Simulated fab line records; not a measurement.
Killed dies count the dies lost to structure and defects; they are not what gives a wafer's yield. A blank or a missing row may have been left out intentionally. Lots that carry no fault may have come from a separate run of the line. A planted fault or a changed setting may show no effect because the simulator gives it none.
fab line records + flow n5-finfet
record
- lots=4
- wafers=12
- last-day=17
route steps=1938 shown BEOL_M12@1647 BEOL_M13@1659
lots that met no fault: taken from a fault-free run of the same line
start-h: the number of hours between the record's first day and the start of the first shown wafer of the lot + wait-h: hours from the lot's prior step to this one + " repeats the value in the row above + L1.1+2: a single row standing in for several wafers + - no value, or no start given + * or withheld: withheld + < > ~ a bound
route shown NAME@n: names a module that has steps shown in the file, with the first one's number in the route + usual: the fault-free wafers' mean and standard deviation + same: alike in all rows + chamber/n: place in a boat + sites: each site's reading + _std_site: standard deviation across them + _edge_site: mean of outer sites minus mean of inner sites + radius-mm: how far each site lies from the wafer's centre + mask NAME#n: copy n + behind: the last tool/chamber to shape the wafer + hold: why the lot was held/for how many hours/how that ended + device: which transistor (n, p or np) failed to switch + end of line: tests of these same wafers at the route's end + a step given without rows: its recipe and nothing more + killed: at the first sort, the dies lost to defects and structure; wafer yield is something else + map: per-die view of a wafer (x killed, . not killed, _ where there is no die)
set.NAME: the setting that was run; set.NAME@STEP: the one run at that earlier step + model.NAME: the simulator's own value behind a step, which no gauge read
certain route steps with their lots: each step a table, each wafer a row
services: when a tool's chamber went out of use (start-h, in hours from the record's first day, below 0 if earlier), for how many hours, and the reason
## steps
# step N5_BEOL_M12_PRE_CLEAN_42
# recipe
- gas=H2/He
- time-s=30
- temp-c=250
# step N5_BEOL_M12_SPUTTER_43
# recipe
- material=TaN
- target-thk-a=150
- temp-c=50
- bias-v=168.6
- power-w=15000
- chamber-pressure-pa=0.12
- time-s=24.19
# step N5_BEOL_M12_SPUTTER_44
# recipe
- material=Ta
- target-thk-a=100
- temp-c=50
- bias-v=80
- power-w=15000
- chamber-pressure-pa=0.07
- time-s=16.13
# step N5_BEOL_M12_SPUTTER_45
# recipe
- material=Cu
- target-thk-a=800
- temp-c=-20
- bias-v=60
- power-w=26000
- chamber-pressure-pa=0.13
- time-s=13.33
# step N5_BEOL_M12_ECD_47
# recipe
- material=Cu
- target-thk-a=7200
# step N5_BEOL_M12_ANNEAL_48
# recipe
- temp-c=225
- time-s=90
- ambient=N2
# step N5_BEOL_M12_CMP_49
# recipe
- stop-on=SiOC
- t-overpolish-s=20.6
- down-force-psi=1
- platen-rpm=50
- clearing-platen-down-force-psi=1.5
- clearing-platen-rpm=50
- post-cmp-clean=cu-alkaline
- target-thk-nm=320
- clearing-platen-pad-velocity-m-s=0.99484
- pad-velocity-m-s=0.99484
# step N5_BEOL_M12_PRE_CLEAN_52
# recipe
- gas=NH3
- time-s=15
- temp-c=withheld
- rf-power-w=300
# step N5_BEOL_M12_DEP_53
# recipe
- material=SiCN
- target-thk-a=300
- temp-c=withheld
- precursor=3MS/NH3
- pressure-torr=3
- rf-w=675
- time-s=10.5
# step N5_BEOL_M13_ILD_DEP_00
# recipe
- material=SiOC
- target-thk-a=8379.2
- temp-c=350
- precursor=DEMS/O2
- pressure-torr=5
- rf-w=500
- time-s=166.4
# usual
- chamber-pressure-Torr=4.999/0.011
- heater-power-w=445/48
- rf-fwd-power-W=498.2/1.5
- run-length-s=211.5/0.49
- showerhead-plenum-p-Torr=5.689/0.015
- throttle-valve-pct=11.9/0.72
| lot.wafer | tool     | chamber | start-h | wait-h | chamber-pressure-Torr | heater-power-w | rf-fwd-power-W | run-length-s | showerhead-plenum-p-Torr | throttle-valve-pct | model.SiOC_of_BEOL_M13_ILD_DEP_00.thk-nm |
|-----------|----------|---------|---------|--------|-----------------------|----------------|----------------|--------------|--------------------------|--------------------|------------------------------------------|
| L961.1    | pecvd-04 | 2       | 308.86  | 0.0    | 4.986                 | 425            | 497.5          | 212.2        | 5.672                    | 11.2               | 826.4                                    |
| L961.3    | "        | 1       | "       | "      | 5.010                 | 469            | 498.2          | 303.0        | 5.674                    | 11.2               | 1280                                     |
| L961.4    | "        | 1       | "       | "      | 4.996                 | 480            | 495.9          | 303.2        | 5.677                    | 11.3               | 1303                                     |
| L962.1    | pecvd-04 | 0       | 311.68  | 0.0    | 5.017                 | 474            | 500.6          | 211.4        | 5.713                    | 11.8               | 827.2                                    |
| L962.3    | "        | 2       | "       | "      | 5.007                 | 431            | 498.3          | 211.9        | 5.686                    | 10.8               | 825.4                                    |
| L962.5    | "        | 1       | "       | "      | 4.991                 | 448            | 498.3          | 303.1        | 5.661                    | 11.2               | 1291                                     |
| L969.4    | pecvd-02 | 2       | 343.62  | 0.1    | 5.017                 | 515            | 497.9          | 211.5        | 5.677                    | 12.4               | 841.2                                    |
| L969.5    | "        | 1       | "       | "      | 4.999                 | 487            | 498.7          | 210.9        | 5.682                    | 12.0               | 835.4                                    |
| L969.6    | "        | 0       | "       | "      | 5.000                 | 337            | 498.3          | 211.3        | 5.721                    | 12.8               | 845                                      |
| L973.1    | pecvd-04 | 0       | 374.37  | 0.0    | 4.983                 | 567            | 498.4          | 212.1        | 5.716                    | 12.0               | 844.8                                    |
| L973.2    | "        | 1       | "       | "      | 5.020                 | 446            | 498.5          | 211.7        | 5.685                    | 11.4               | 837.2                                    |
| L973.5    | "        | 2       | "       | "      | 4.990                 | 415            | 498.0          | 212.0        | 5.670                    | 11.3               | 855                                      |
# step N5_BEOL_M13_THK_MEAS_01
# recipe
- reads=SiOC_of_BEOL_M13_ILD_DEP_00
# usual
- M13_ILD_THK=838/10
| lot.wafer | tool          | chamber | start-h | wait-h | M13_ILD_THK[nm] |
|-----------|---------------|---------|---------|--------|-----------------|
| L961.1    | film-metro-02 | -       | 309.01  | 0.1    | 826             |
| L961.3    | "             | -       | "       | "      | 1280            |
| L961.4    | "             | -       | "       | "      | 1303            |
| L962.1    | film-metro-02 | -       | 311.83  | 0.1    | 827             |
| L962.3    | "             | -       | "       | "      | 825             |
| L962.5    | "             | -       | "       | "      | 1291            |
| L969.4    | film-metro-01 | -       | 343.72  | 0.0    | 842             |
| L969.5    | "             | -       | "       | "      | 836             |
| L969.6    | "             | -       | "       | "      | 845             |
| L973.1    | film-metro-02 | -       | 374.52  | 0.1    | 845             |
| L973.2    | "             | -       | "       | "      | 837             |
| L973.5    | "             | -       | "       | "      | 855             |
# step N5_BEOL_M13_COAT_58
# recipe
- resist=BARC
- temp-c=205
- time-s=60
- spin-rpm=1500
- resist-thk-nm=89
# step N5_BEOL_M13_COAT_04
# recipe
- spin-rpm=1625
- resist-thk-nm=400
# step N5_BEOL_M13_EBR_06
# recipe
- solvent=PGMEA
- ebr-width-mm=1.5
# step N5_BEOL_M13_SOFTBAKE_05
# recipe
- temp-c=130
- time-s=60
# step N5_BEOL_M13_EXPOSE_07
# recipe
- mask-id=V12
- na=0.93
- source-shape=conventional
- sigma-outer=0.6
- polarization=unpolarized
- attpsm-phase-deg=180
- dose-mj=24.8
# step N5_BEOL_M13_PEB_08
# recipe
- peb-temp-c=130
- peb-time-s=90
# step N5_BEOL_M13_DEVELOP_09
# recipe
- develop-time-s=45
- rinse-liquid=diw
- dry=air-spin
- dev-temp-c=21
# step N5_BEOL_M13_HARDBAKE_14
# recipe
- temp-c=130
- time-s=120
# step N5_BEOL_M13_DESCUM_15
# recipe
- chemistry=O2
- time-s=7.9
- source-power-w=50
- bias-power-w=20
- pressure-mtorr=20
- rf-frequency-hz=2.712e+07
- temp-c=40
- o2-flow-sccm=225
# step N5_BEOL_M13_ETCH_59
# recipe
- chemistry=N2/H2
- target=BARC
- target-depth-a=890
- overetch-a=267
- time-s=67.9
- ion-energy-ev=200
- pressure-mtorr=30
- source-w=840
- bias-w=150
- n2-flow-sccm=200
- h2-flow-sccm=200
# step N5_BEOL_M13_VIA_ETCH_16
# recipe
- chemistry=C4F8/O2/Ar
- target=SiOC
- pressure-mtorr=30
- source-w=3000
- bias-w=700
- Ar_flow_sccm=400
- C4F8_flow_sccm=15
- O2_flow_sccm=8
- he-inner-torr=15
- he-outer-torr=30
- target-depth-a=9217
- time-s=withheld
- ion-energy-ev=250
- ends=cleared
# usual
- drypump-motor-current-A=5.7/0.61
- he-inner-torr=15.00/0.032
- oes-product-au=0.71/0.082
- rf-fwd-power-W=2993/10
- rf-vpp-V=665/3
- showerhead-plenum-p-Torr=3.38/0.11
- throttle-valve-pct=24.1/0.31
| lot.wafer | tool        | chamber | start-h | wait-h | drypump-motor-current-A | he-inner-torr | oes-product-au | rf-fwd-power-W | rf-vpp-V | showerhead-plenum-p-Torr | throttle-valve-pct | model.etch.depth-nm | model.coat_of_BEOL_M13_COAT_04.thk-nm | model.BARC_of_BEOL_M13_COAT_58.thk-nm |
|-----------|-------------|---------|---------|--------|-------------------------|---------------|----------------|----------------|----------|--------------------------|--------------------|---------------------|---------------------------------------|---------------------------------------|
| L961.1    | rie-diel-02 | 3       | 309.66  | 0.0    | 6.6                     | 15.01         | 0.74           | 3022           | 663      | 3.34                     | 23.9               | 826.4               | 72.2                                  | 89.2                                  |
| L961.3    | "           | 0       | "       | "      | 5.7                     | 15.01         | 0.96           | -              | 668      | 3.50                     | 24.5               | 1280                | 0                                     | 27.4                                  |
| L961.4    | "           | 2       | "       | "      | 4.7                     | 15.00         | 0.87           | -              | 667      | 3.50                     | 24.3               | 1303                | 0                                     | 17.6                                  |
| L962.1    | rie-diel-04 | 0       | 312.31  | 0.0    | 5.9                     | 14.99         | 0.65           | 2996           | 659      | 3.13                     | 24.1               | 827.2               | 75                                    | 89.2                                  |
| L962.3    | "           | 2       | "       | "      | 5.2                     | 14.98         | 0.64           | 2999           | 664      | 3.40                     | 23.9               | 825.3               | 77.4                                  | 89.2                                  |
| L962.5    | "           | 1       | "       | "      | 5.3                     | 15.05         | 0.78           | -              | 662      | 3.28                     | 23.8               | 1291                | 0                                     | 28                                    |
| L969.4    | rie-diel-03 | 3       | 344.43  | 0.1    | 5.8                     | 15.01         | 0.66           | 2986           | 665      | 3.42                     | 24.0               | 841.2               | 68.8                                  | 88.6                                  |
| L969.5    | "           | 1       | "       | "      | 6.3                     | 15.02         | 0.80           | 2993           | 669      | 3.48                     | 23.6               | 835.5               | 69.8                                  | 88.8                                  |
| L969.6    | "           | 0       | "       | "      | 5.1                     | 15.01         | 0.84           | 2984           | 663      | 3.39                     | 24.4               | 845                 | 65.8                                  | 88.6                                  |
| L973.1    | rie-diel-02 | 3       | 375.12  | 0.0    | 6.6                     | 15.03         | 0.72           | 2983           | 663      | 3.33                     | 23.9               | 844.8               | 67.4                                  | 88.6                                  |
| L973.2    | "           | 1       | "       | "      | 6.6                     | 14.97         | 0.84           | 2989           | 667      | 3.47                     | 24.1               | 837.1               | 69                                    | 88.4                                  |
| L973.5    | "           | 1       | "       | "      | 6.6                     | 15.00         | 0.85           | 3011           | 668      | 3.47                     | 24.1               | 855.1               | 63.6                                  | 88.4                                  |
# step N5_BEOL_M13_STRIP_63
# recipe
- chemistry=N2/H2
- power-w=1000
- temp-c=250
- h2-frac=0.65
- overash-fraction=0.3
- pressure-mtorr=1000
- n2-flow-sccm=1750
- h2-flow-sccm=3250
# usual
- drypump-motor-current-A=5.5/0.41
- heater-power-w=307/27
- oes-product-au=0.674/0.0047
- strip-time-to-endpoint-s=28.0/1.1
# same
- overash-fraction=0.3
| lot.wafer | tool            | chamber | start-h | wait-h | drypump-motor-current-A | heater-power-w | oes-product-au | rf-hours-counter-h | strip-time-to-endpoint-s |
|-----------|-----------------|---------|---------|--------|-------------------------|----------------|----------------|--------------------|--------------------------|
| L961.1    | plasma-asher-02 | 1       | 309.89  | -      | 5.1                     | 270            | 0.668          | 80                 | 28.3                     |
| L961.3    | "               | 1       | "       | "      | 5.1                     | 267            | 0.236          | -                  | 0.0                      |
| L961.4    | "               | 0       | "       | "      | 5.4                     | 321            | 0.222          | -                  | 0.0                      |
| L962.1    | plasma-asher-02 | 0       | 312.55  | -      | 5.4                     | 326            | 0.674          | 80                 | 29.1                     |
| L962.3    | "               | 0       | "       | "      | 5.4                     | 335            | 0.675          | -                  | 29.8                     |
| L962.5    | "               | 1       | "       | "      | 5.1                     | 269            | 0.234          | -                  | 0.0                      |
| L969.4    | plasma-asher-02 | 0       | 344.57  | -      | 5.4                     | 329            | 0.677          | -                  | 27.3                     |
| L969.5    | "               | 0       | "       | "      | 5.4                     | 328            | 0.672          | -                  | 27.6                     |
| L969.6    | "               | 1       | "       | "      | 5.1                     | 274            | 0.670          | -                  | 26.4                     |
| L973.1    | plasma-asher-01 | 1       | 375.36  | -      | 6.3                     | 321            | 0.669          | 149                | 26.9                     |
| L973.2    | "               | 0       | "       | "      | 5.6                     | 329            | 0.673          | 149                | 27.4                     |
| L973.5    | "               | 0       | "       | "      | 5.6                     | 333            | 0.670          | -                  | 25.8                     |
# step N5_BEOL_M13_STRIP_64
# recipe
- chemistry=N2/H2
- power-w=1000
- temp-c=250
- h2-frac=0.65
- overash-fraction=0.3
- pressure-mtorr=withheld
- n2-flow-sccm=1750
- h2-flow-sccm=3250
# usual
- drypump-motor-current-A=5.5/0.41
- heater-power-w=307/28
- oes-product-au=0.714/0.0043
- strip-time-to-endpoint-s=31.35/0.081
# same
- overash-fraction=0.3
| lot.wafer | tool            | chamber | start-h | wait-h | drypump-motor-current-A | heater-power-w | oes-product-au | rf-hours-counter-h | strip-time-to-endpoint-s |
|-----------|-----------------|---------|---------|--------|-------------------------|----------------|----------------|--------------------|--------------------------|
| L961.1    | plasma-asher-02 | 1       | 309.95  | 0.0    | 5.1                     | 267            | 0.714          | 80                 | 31.40                    |
| L961.3    | "               | 1       | "       | "      | 5.1                     | 269            | 0.637          | -                  | 14.13                    |
| L961.4    | "               | 0       | "       | "      | 5.4                     | 329            | 0.528          | -                  | 10.57                    |
| L962.1    | plasma-asher-02 | 0       | 312.61  | 0.0    | 5.4                     | 333            | 0.719          | 80                 | 31.39                    |
| L962.3    | "               | 0       | "       | "      | 5.4                     | 324            | 0.712          | -                  | 31.36                    |
| L962.5    | "               | 1       | "       | "      | 5.1                     | 266            | 0.632          | -                  | 14.35                    |
| L969.4    | plasma-asher-02 | 0       | 344.63  | 0.0    | 5.4                     | 333            | 0.713          | -                  | 31.22                    |
| L969.5    | "               | 0       | "       | "      | 5.4                     | 330            | 0.715          | -                  | 31.28                    |
| L969.6    | "               | 1       | "       | "      | 5.1                     | 270            | 0.715          | -                  | 31.19                    |
| L973.1    | plasma-asher-01 | 1       | 375.42  | 0.0    | 6.3                     | 317            | 0.714          | 150                | 31.16                    |
| L973.2    | "               | 0       | "       | "      | 5.6                     | 328            | 0.711          | 150                | 31.15                    |
| L973.5    | "               | 0       | "       | "      | 5.7                     | 329            | 0.716          | -                  | 31.16                    |
# step N5_BEOL_M13_STRIP_71
# recipe
- chemistry=post-etch-residue-remover
- time-s=60
- temp-c=25
- remover-ph=withheld
- remover-water-wt-pct=withheld
- remover-fluoride-wt-pct=withheld
# step N5_BEOL_M13_SRD_72
# recipe
- time-s=30
- temp-c=23
- rinse-liquid=diw
- dry=n2-spin
- spin-rpm=1500
- dry-time-s=30
# step N5_BEOL_M13_CD_MEAS_17
# recipe
- target-cd-nm=190
- polarity=opening
# usual
- cd-nm=189.7/1.6
| lot.wafer | tool      | chamber | start-h | wait-h | cd-nm |
|-----------|-----------|---------|---------|--------|-------|
| L961.1    | cd-sem-03 | -       | 310.10  | 0.0    | 192.2 |
| L961.3    | "         | -       | "       | "      | 197.9 |
| L961.4    | "         | -       | "       | "      | 205.2 |
| L962.1    | cd-sem-03 | -       | 312.75  | 0.0    | 191.0 |
| L962.3    | "         | -       | "       | "      | 191.8 |
| L962.5    | "         | -       | "       | "      | 200.2 |
| L969.4    | cd-sem-01 | -       | 344.77  | 0.0    | 187.9 |
| L969.5    | "         | -       | "       | "      | 188.1 |
| L969.6    | "         | -       | "       | "      | 188.6 |
| L973.1    | cd-sem-03 | -       | 375.56  | 0.0    | 187.7 |
| L973.2    | "         | -       | "       | "      | 190.5 |
| L973.5    | "         | -       | "       | "      | 189.9 |
# step N5_BEOL_M13_COAT_65
# recipe
- resist=SOC
- temp-c=250
- time-s=60
- spin-rpm=1500
- resist-thk-nm=350
# step N5_BEOL_M13_COAT_66
# recipe
- resist=SiARC
- temp-c=220
- time-s=60
- spin-rpm=1500
- resist-thk-nm=110
# step N5_BEOL_M13_COAT_22
# recipe
- spin-rpm=2888
- resist-thk-nm=300
# step N5_BEOL_M13_EBR_24
# recipe
- solvent=PGMEA
- ebr-width-mm=1.5
# step N5_BEOL_M13_SOFTBAKE_23
# recipe
- temp-c=130
- time-s=60
# step N5_BEOL_M13_EXPOSE_25
# recipe
- mask-id=M13
- na=0.93
- source-shape=conventional
- sigma-outer=0.4
- polarization=unpolarized
- target-cd-nm=210
- dose-mj=22
# step N5_BEOL_M13_PEB_26
# recipe
- peb-temp-c=130
- peb-time-s=90
# step N5_BEOL_M13_DEVELOP_27
# recipe
- develop-time-s=45
- rinse-liquid=diw
- dry=air-spin
- dev-temp-c=21
# step N5_BEOL_M13_HARDBAKE_32
# recipe
- temp-c=130
- time-s=120
# step N5_BEOL_M13_CMP_49
# recipe
- stop-on=SiOC
- t-overpolish-s=17.1
- down-force-psi=1
- platen-rpm=50
- clearing-platen-down-force-psi=1.5
- clearing-platen-rpm=50
- post-cmp-clean=cu-alkaline
- target-thk-nm=420
- clearing-platen-pad-velocity-m-s=0.99484
- pad-velocity-m-s=0.99484
# usual
- motor-current-A=6.3/0.56
- slurry-filter-dp-kPa=13.50/0.13
| lot.wafer | tool   | chamber | start-h | wait-h | motor-current-A | slurry-filter-dp-kPa | model.SiOC_of_BEOL_M13_ILD_DEP_00.thk-nm |
|-----------|--------|---------|---------|--------|-----------------|----------------------|------------------------------------------|
| L961.1    | cmp-03 | 2       | 314.79  | 0.3    | 5.9             | 13.55                | 767.8                                    |
| L961.3    | "      | 0       | "       | "      | 5.8             | 13.60                | 1221                                     |
| L961.4    | "      | 1       | "       | "      | 6.6             | 13.51                | 1244                                     |
| L962.1    | cmp-01 | 1       | 316.53  | 0.3    | 6.6             | 13.53                | 770.2                                    |
| L962.3    | "      | 2       | "       | "      | 6.2             | 13.44                | 767.4                                    |
| L962.5    | "      | 2       | "       | "      | 6.2             | 13.38                | 1233                                     |
| L969.4    | cmp-04 | 2       | 349.77  | 0.1    | 6.7             | 13.41                | 782.6                                    |
| L969.5    | "      | 2       | "       | "      | 6.2             | 13.42                | 776.8                                    |
| L969.6    | "      | 3       | "       | "      | 7.2             | 13.49                | 787.6                                    |
| L973.2    | cmp-01 | 2       | 382.34  | 0.2    | 6.5             | 13.48                | 780                                      |
| L973.1    | "      | 0       | "       | "      | 5.2             | 13.48                | 784.8                                    |
| L973.5    | "      | 2       | "       | "      | 6.3             | 13.33                | 795.4                                    |
## services
| tool            | chamber | start-h | hours | kind                           |
|-----------------|---------|---------|-------|--------------------------------|
| pecvd-04        | 2       | 294.41  | 2.1   | scheduled-down                 |
| pecvd-02        | 1       | 315.25  | 3.4   | repair                         |
| rie-diel-03     | 0       | 318.78  | 21.1  | repair                         |
| rie-diel-04     | 0       | 319.25  | 5.6   | repair                         |
| pecvd-02        | 0       | 324.58  | 5.0   | scheduled-down                 |
| pecvd-02        | -       | 328.67  | 1.5   | repair                         |
| rie-diel-02     | 1       | 330.24  | -     | clean                          |
| rie-diel-02     | 1       | 330.24  | -     | consumable-replace:focus-ring  |
| rie-diel-02     | 1       | 330.24  | 18.0  | scheduled-down                 |
| rie-diel-02     | 1       | 330.24  | 18.0  | vent-cycle                     |
| cmp-01          | -       | 338.09  | 1.4   | repair                         |
| rie-diel-04     | 3       | 338.66  | -     | clean                          |
| rie-diel-04     | 3       | 338.66  | -     | consumable-replace:focus-ring  |
| rie-diel-04     | 3       | 338.66  | 15.6  | scheduled-down                 |
| rie-diel-04     | 3       | 338.66  | 15.6  | vent-cycle                     |
| cmp-04          | -       | 339.24  | 4.0   | pm                             |
| rie-diel-03     | 2       | 339.96  | -     | clean                          |
| rie-diel-03     | 2       | 339.96  | -     | consumable-replace:focus-ring  |
| rie-diel-03     | 2       | 339.96  | 16.9  | scheduled-down                 |
| rie-diel-03     | 2       | 339.96  | 16.9  | vent-cycle                     |
| pecvd-04        | -       | 343.24  | 1.7   | repair                         |
| cmp-04          | -       | 343.24  | -     | consumable-replace:conditioner |
| pecvd-02        | 0       | 359.75  | 7.6   | repair                         |
| plasma-asher-02 | -       | 364.03  | 24.6  | repair                         |
## key
first-sign
- step=N5_BEOL_M13_ILD_DEP_00
- reading=run-length-s
- direction=up
- sigmas=99+
- usual=*
- struck=*
effect
- step=N5_BEOL_M13_THK_MEAS_01
- reading=M13_ILD_THK
- direction=up
- sigmas=44
- usual=838
- struck=1291
effect
- step=N5_BEOL_M13_STRIP_63
- reading=oes-product-au
- direction=down
- sigmas=94
- usual=0.674
- struck=0.231
effect
- step=N5_BEOL_M13_STRIP_64
- reading=strip-time-to-endpoint-s
- direction=down
- sigmas=99+
- usual=*
- struck=*
effect
- step=N5_BEOL_M13_CD_MEAS_17
- reading=cd-nm
- direction=up
- sigmas=7.2
- usual=189.7
- struck=201.1
model-effect
- step=N5_BEOL_M13_ILD_DEP_00
- value=SiOC_of_BEOL_M13_ILD_DEP_00.thk-nm
- without=830.2
- struck=1291
model-effect
- step=N5_BEOL_M13_VIA_ETCH_16
- value=etch.depth-nm
- without=830.2
- struck=1291
model-effect
- step=N5_BEOL_M13_CMP_49
- value=SiOC_of_BEOL_M13_ILD_DEP_00.thk-nm
- without=771.5
- struck=1233
met-at N5_BEOL_M13_ILD_DEP_00
struck-wafers L961.3,L961.4,L962.5
fault
- kind=process-parameter-drift
- tool=pecvd-04
- chamber=1
- onset-h=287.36
- steps=N5_BEOL_M13_ILD_DEP_00
- channel=time-s
- offset=*
- shape=step
- end-h=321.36
- acts-in=*
- stated=*
